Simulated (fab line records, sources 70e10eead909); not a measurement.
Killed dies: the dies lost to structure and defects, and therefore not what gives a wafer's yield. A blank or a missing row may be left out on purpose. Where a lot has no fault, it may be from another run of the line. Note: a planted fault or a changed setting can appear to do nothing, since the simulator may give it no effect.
A lot that was struck, set against a sound lot || flow nand_harc || 13 out of 1302 route steps
Sound: these wafers, L936.1, L936.5, L936.6. Struck: wafer L949.1 (L949.4, L949.5, from the same lot, were not struck and are left out); the cause is given at the end.
At each step with rows: each side's tool, then ch and its chambers, then its first start. Under that, the readings that differ: sound wafers || struck wafers || difference of the means || sigmas: that difference in standard deviations of wafers without a fault.
alike: same words and numbers on both sides, and readings whose means sit less than 2 such deviations apart. not compared: any withheld reading, any reading some wafer has no value for, any bound like >300 that may hide the same value, and any number with overlapping values for which the record gives no deviation.
Wherever a step has rows on one side only, a row that says differs or no value, or a row with sigmas, the two part there. Numbers that don't overlap but have no deviation are shown without sigmas and don't part them. A reading that every wafer of one side lacks parts them only if that side has two wafers or more.

first, 2 steps without rows for these wafers: NHARC_A_SOURCE_PLATE_SRD_01; NHARC_A_SOURCE_PLATE_OXIDE_02 (material SiO2, target thk 10 nm, ox time 1362 s).
NHARC_A_SOURCE_PLATE_THK_MEAS_09: measures by ellipsometry.
  sound on film_metro-02 at day 8 11:11; struck on film_metro-02 at day 13 21:43
  alike: thk_nm
then, 3 steps without rows for these wafers: NHARC_A_SOURCE_PLATE_PVD_04 (deposits WSi2, target thk 50 nm); NHARC_A_SOURCE_PLATE_CVD_03 (deposits poly-Si, target thk 200 nm, time 4000 s); NHARC_A_SOURCE_PLATE_ANNEAL_05 (time 1800 s).
NHARC_A_SOURCE_PLATE_THK_MEAS_06: measures by ellipsometry.
  sound on film_metro-02 at day 8 23:47; struck on film_metro-02 at day 14 13:14
  alike: thk_nm
NHARC_A_SOURCE_PLATE_INSPECT_08:
  sound on defect_inspect-01 at day 8 23:53; struck on defect_inspect-02 at day 14 13:21
  alike: raw_defect_count
then, 1 step without rows for these wafers: NHARC_A_ONON_D1_DEP_00 (target thk 1000 nm).
NHARC_A_ONON_D1_THK_MEAS_02: measures by ellipsometry.
  sound on film_metro-02 at day 9 00:27; struck on film_metro-02 at day 14 13:55
  alike: thk_nm
NHARC_A_ONON_D1_DEP_03: target thk 1000 nm.
  sound on pecvd_onon-03 ch 0, day 9 00:31; struck on pecvd_onon-03 ch 0, day 14 13:59
NHARC_A_ONON_D1_THK_MEAS_05: measures by ellipsometry.
  sound on film_metro-02 at day 9 01:01; struck on film_metro-01 at day 14 14:29
{"reading": "thk_nm (nm)", "sound": "1001 1001 1001", "struck": 575, "difference": -426, "sigmas": -36}
then, 1 step without rows for these wafers: NHARC_A_ONON_D1_DEP_06 (target thk 1000 nm).

== WHERE THEY PART ==
Only at NHARC_A_ONON_D1_THK_MEAS_05, as far as this record shows.

WHY: the cause the simulator had injected
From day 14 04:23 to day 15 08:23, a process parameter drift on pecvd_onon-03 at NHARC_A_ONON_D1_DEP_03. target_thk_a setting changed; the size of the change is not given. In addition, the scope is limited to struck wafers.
